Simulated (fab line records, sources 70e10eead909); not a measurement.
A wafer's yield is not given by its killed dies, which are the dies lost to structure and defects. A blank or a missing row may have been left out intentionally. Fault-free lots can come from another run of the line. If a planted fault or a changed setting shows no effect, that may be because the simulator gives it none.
A struck lot beside a sound one + flow nand_harc + 15 out of 1159 route steps
Sound: these wafers, L755.2, L755.3, L755.4. Struck: wafer L748.1 (left out: L748.5, L748.6 of the same lot, which were not struck); the cause appears at the end.
Order at every step that has rows: each side's tool, ch and its chambers, its first start. Under that, the readings that differ: sound wafers + struck wafers + difference of the means + sigmas: that difference in standard deviations of wafers without a fault.
alike: a reading whose means differ by less than 2 such deviations, as well as words and numbers matching on both sides. not compared: withheld readings; readings where some wafer has no value; bounds like >300 that might hide an equal value; numbers whose values overlap and for which the record gives no deviation.
A row with sigmas, a row that says differs or no value, or rows on one side alone: a step with any of these is where the two part. When numbers do not overlap yet have no deviation, they are printed without sigmas and do not part them. Lack of a reading on every wafer of one side parts them only where that side has two or more wafers.

first, 1 step without rows for these wafers: NHARC_P_M1_ETCH_35 (etches the open film in N2/H2, target depth 40 nm, overetch 12 nm, time 43.94 s).
NHARC_P_M1_ETCH_15: etches the open film in C4F8/Ar, target depth 182.5 nm, time 91.2 s.
  sound on rie_diel-10 ch 0,2,3; struck on rie_diel-08 ch 3
| reading                | sound             | struck | difference | sigmas |
|------------------------|-------------------|--------|------------|--------|
| rf_hours_counter_h (h) | 1 1 1             | 3      | +2         |        |
| rf_vpp_V (V)           | 437.3 438.2 440.5 | 445.1  | +6.4       | +3     |
  alike: chamber_pressure_mTorr, oes_product_au, rf_fwd_power_W
NHARC_P_M1_CD_MEAS_16:
  struck on cd_sem-01, day 8 12:46; sound on cd_sem-02, day 10 01:42
  alike: cd_nm
then, 3 steps without rows for these wafers: NHARC_P_M1_STRIP_18 (strips in N2/H2); NHARC_P_M1_ETCH_28 (etches the open film in CF4/N2, target depth 30 nm, time 72.99 s); NHARC_P_M1_STRIP_19 (strips in post etch residue remover, time 600 s).
NHARC_P_M1_DEGAS_29: time 60 s.
  struck on pvd_sputter-01, day 8 13:31; sound on pvd_sputter-03, day 10 02:25
  alike: heater_power_w
then, 1 step without rows for these wafers: NHARC_P_M1_PRE_CLEAN_30 (time 30 s).
NHARC_P_M1_PVD_20: deposits TaN, target thk 5 nm, time 8.06 s.
  sound on pvd_sputter-03; struck on pvd_sputter-01
| reading                | sound          | struck | difference | sigmas |
|------------------------|----------------|--------|------------|--------|
| throttle_valve_pct (%) | 29.1 30.0 28.4 | 31.8   | +2.6       | +2     |
NHARC_P_M1_PVD_21: deposits Cu, target thk 30 nm, time 20.49 s.
  sound on pvd_sputter-03; struck on pvd_sputter-01
| reading                | sound          | struck | difference | sigmas |
|------------------------|----------------|--------|------------|--------|
| throttle_valve_pct (%) | 30.8 29.9 28.3 | 32.3   | +2.6       | +2     |
then, 1 step without rows for these wafers: NHARC_P_M1_ECD_22 (material Cu, target thk 400 nm).
NHARC_P_M1_ANNEAL_31: time 90 s.
  sound on rtp_anneal-01 ch 0, day 10 03:12; struck on rtp_anneal-02 ch 0, day 8 14:13
| reading           | sound                | struck | difference | sigmas |
|-------------------|----------------------|--------|------------|--------|
| anneal_temp_c_max | 226.38 226.31 226.46 | 225.68 | -0.70      | -3     |
  alike: wafer_temp_C_max
NHARC_P_M1_CMP_23: polishes, t overpolish 20 s, target thk 157.82 nm.
  sound on cmp-02 ch 0,2,3, day 10 03:31; struck on cmp-04 ch 1, day 8 14:35
| reading                | sound          | struck | difference | sigmas |
|------------------------|----------------|--------|------------|--------|
| time_to_endpoint_s (s) | 28.4 25.3 26.1 | 14.8   | -11.8      | -5     |
  alike: motor_current_A, pad_life_wafers, slurry_filter_dp_kPa
NHARC_P_M1_THK_MEAS_24: measures by xrf.
  struck on film_metro-02, day 8 14:53; sound on film_metro-02, day 10 03:49
| reading     | sound             | struck | difference | sigmas |
|-------------|-------------------|--------|------------|--------|
| thk_nm (nm) | 159.5 158.4 158.4 | 150.9  | -7.9       | -5     |
following that, these wafers have no rows for 1 step: NHARC_P_M1_SRD_25.

## WHERE THEY PART
Last at NHARC_P_M1_THK_MEAS_24 as far as this record goes, first at NHARC_P_M1_ETCH_15.

WHY: whatever the simulator had introduced
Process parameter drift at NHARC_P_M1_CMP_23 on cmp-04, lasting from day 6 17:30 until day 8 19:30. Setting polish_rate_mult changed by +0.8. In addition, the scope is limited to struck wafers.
